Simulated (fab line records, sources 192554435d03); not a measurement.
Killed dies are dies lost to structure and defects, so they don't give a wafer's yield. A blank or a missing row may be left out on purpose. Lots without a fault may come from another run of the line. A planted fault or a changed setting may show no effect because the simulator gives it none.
A struck lot beside a sound one | flow n5_finfet | 25 steps out of a route of 1938
Sound: wafers L796.1, L796.3, L796.6. Struck: wafers L793.2, L793.5, L793.6. The cause comes at the end.
At each step with rows: each side's tool, then ch and its chambers, then its first start. Under that, the readings that differ: sound wafers | struck wafers | difference of the means | sigmas: that difference in standard deviations of wafers without a fault.
alike: readings whose means differ by less than 2 such deviations, and words and numbers that are the same on both sides. not compared: withheld readings, readings that some wafer has no value for, bounds like >300 that may hide the same value, and numbers for which the record gives no deviation and whose values overlap.
The two part at a step that has a row with sigmas, a row that says differs or no value, or rows on one side only. Numbers that don't overlap but have no deviation are shown without sigmas and don't part them. A reading that every wafer of one side lacks parts them only if that side has two wafers or more.

first, 9 steps without rows for these wafers: N5_DUMMY_GATE_COAT_35 (time 60 s, resist thk 10 nm); N5_DUMMY_GATE_COAT_28 (time 60 s, resist thk 10 nm); N5_DUMMY_GATE_COAT_09 (resist thk 30 nm); N5_DUMMY_GATE_EBR_11; N5_DUMMY_GATE_SOFTBAKE_10 (time 60 s); N5_DUMMY_GATE_EXPOSE_12 (exposes mask GATE, target cd 25 nm); N5_DUMMY_GATE_PEB_13 (peb time 60 s); N5_DUMMY_GATE_DEVELOP_14 (develop time 30 s); N5_DUMMY_GATE_DESCUM_20 (chemistry O2, time 6.2 s).
N5_DUMMY_GATE_ETCH_29: etches underlayer in N2/H2, target depth 13 nm.
  sound on rie_diel-04 ch 0,1, day 6 07:32; struck on rie_diel-01 ch 0,3, day 5 07:53
  no value came back on the struck wafers for any of 7 readings (bias_w (W), chamber_pressure_mTorr (mTorr) and others); on the sound wafers bias_w (W) reads 149.2 149.9 150.3
  reading                                         | sound          | struck         | difference | sigmas
  model.CAR-EUV_of_DUMMY_GATE_COAT_09.thk_nm (nm) | 18.8 19.6 19.6 | 26.6 26.6 26.6 | +7.3       |
  not compared: rf_hours_counter_h
N5_DUMMY_GATE_ETCH_36: etches SiARC in CF4, target depth 13 nm.
  sound on rie_diel-04 ch 0,1, day 6 07:34; struck on rie_diel-01 ch 0,3, day 5 07:55
  reading                                         | sound          | struck         | difference | sigmas
  oes_product_au (a.u.)                           | 0.93 0.72 0.73 | 0.34 0.29 0.34 | -0.47      | -5
  model.CAR-EUV_of_DUMMY_GATE_COAT_09.thk_nm (nm) | 11 12.6 12.4   | 18.6 19.2 18.8 | +6.9       |
  alike: bias_w, cf4_flow_sccm, drypump_motor_current_A, rf_vpp_V, showerhead_plenum_p_Torr, throttle_valve_pct
  not compared: rf_hours_counter_h
N5_DUMMY_GATE_ETCH_37: etches SOC in N2/H2, target depth 60 nm, overetch 30 nm.
  sound on rie_diel-04 ch 0,1, day 6 07:37; struck on rie_diel-01 ch 0,3, day 5 07:58
  reading                | sound             | struck            | difference | sigmas
  oes_product_au (a.u.)  | 0.73 0.59 0.59    | 0.34 0.29 0.34    | -0.31      | -5
  throttle_valve_pct (%) | 17.90 18.04 18.04 | 17.45 17.25 17.45 | -0.61      | -2
  alike: bias_w, chamber_pressure_mTorr, drypump_motor_current_A, rf_vpp_V, showerhead_plenum_p_Torr
  not compared: rf_hours_counter_h
then, 4 steps without rows for these wafers: N5_DUMMY_GATE_STRIP_38 (strips in N2/H2); N5_DUMMY_GATE_STRIP_39 (strips in N2/H2); N5_DUMMY_GATE_TRIM_49 (chemistry O2, time 29 s, target cd 14 nm); N5_DUMMY_GATE_STRIP_40 (strips in CF4).
N5_DUMMY_GATE_CD_MEAS_50: target cd 14 nm.
  sound on cd_sem-03, day 6 07:58; struck on cd_sem-02, day 5 08:11
  reading    | sound          | struck | difference                    | sigmas
  cd_nm (nm) | 13.1 13.8 14.1 | - - -  | no value on the struck wafers |
then, 1 step without rows for these wafers: N5_DUMMY_GATE_STRIP_41 (strips in O2).
N5_DUMMY_GATE_HM_OPEN_21: chemistry CH3F/O2, target SiNx, target depth 120 nm, time 171.4 s.
  sound on rie_diel-02 ch 0,1,3, day 6 08:07; struck on rie_diel-01 ch 0,1, day 5 08:20
  reading               | sound          | struck         | difference | sigmas
  oes_product_au (a.u.) | 0.72 0.77 0.69 | 0.35 0.34 0.34 | -0.38      | -5
  alike: drypump_motor_current_A, rf_vpp_V, showerhead_plenum_p_Torr, throttle_valve_pct
  not compared: rf_hours_counter_h
then, 2 steps without rows for these wafers: N5_DUMMY_GATE_ETCH_32 (etches SiO2 in CF4, target depth 3.5 nm, time 3.9 s); N5_DUMMY_GATE_ETCH_23 (etches poly-Si in HBr/Cl2/O2, target depth 41 nm, time 22.3 s).
N5_DUMMY_GATE_ETCH_44: etches poly-Si in HBr/O2, stops on SiO2, target depth 127.5 nm.
  sound on rie_si-02 ch 0,1,2, day 6 08:22; struck on rie_si-06 ch 0,3, day 5 08:35
  reading               | sound             | struck            | difference | sigmas
  oes_product_au (a.u.) | 0.733 0.723 0.740 | 0.376 0.389 0.375 | -0.352     | -27
  alike: HBr_flow_sccm, O2_flow_sccm, drypump_motor_current_A, throttle_valve_pct
  not compared: rf_hours_counter_h
N5_DUMMY_GATE_CD_MEAS_24: target cd 15 nm.
  sound on cd_sem-03, day 6 08:28; struck on cd_sem-03, day 5 08:41
  reading    | sound          | struck | difference                    | sigmas
  cd_nm (nm) | 14.3 14.5 15.0 | - - -  | no value on the struck wafers |
N5_BEOL_M4_RC_MEAS_101:
  the record has rows for the sound wafers here (prober-02 ch 0, day 11 02:17) and none for the struck ones
-- the record jumps here: 9 days lie between the struck wafers' starts before and after (it left off in module BEOL_M4 and takes up again in module PASSIVATION, whose first step shown is number 1936 of the route) --
N5_PASSIVATION_PROBE_49:
  sound on prober-01, day 15 05:41; struck on prober-02, day 14 19:18
  reading                  | sound          | struck         | difference | sigmas
  defect_limited_yield (%) | 90.9 89.3 92.8 | 0 0 0          | -91        | -65
  killed_at_front_end      | 53 56 24       | 1107 1125 1133 | +1077      | +90
  killed_dies              | 107 126 85     | 1180 1180 1180 | +1074      | +63
  killed_on_rim            | 17 15 11       | 152 152 152    | +138       | +34
  sort_bin_5_function (%)  | 5.4 6.1 4.4    | 96.5 95.9 96.7 | +91.1      | +99 or more
  sort_n_pass              | 1073 1054 1095 | 0 0 0          | -1074      | -63
  sort_yield_pct (%)       | 90.9 89.3 92.8 | 0 0 0          | -91        | -65
  alike: killed_at_M0_to_M3, killed_at_M4_up, killed_at_contacts, killed_at_other, killed_open, killed_short, sort_bin_6_memory

WHERE THEY PART
First at N5_DUMMY_GATE_ETCH_29; last, within this record, at N5_PASSIVATION_PROBE_49.

WHY: what the simulator had put in
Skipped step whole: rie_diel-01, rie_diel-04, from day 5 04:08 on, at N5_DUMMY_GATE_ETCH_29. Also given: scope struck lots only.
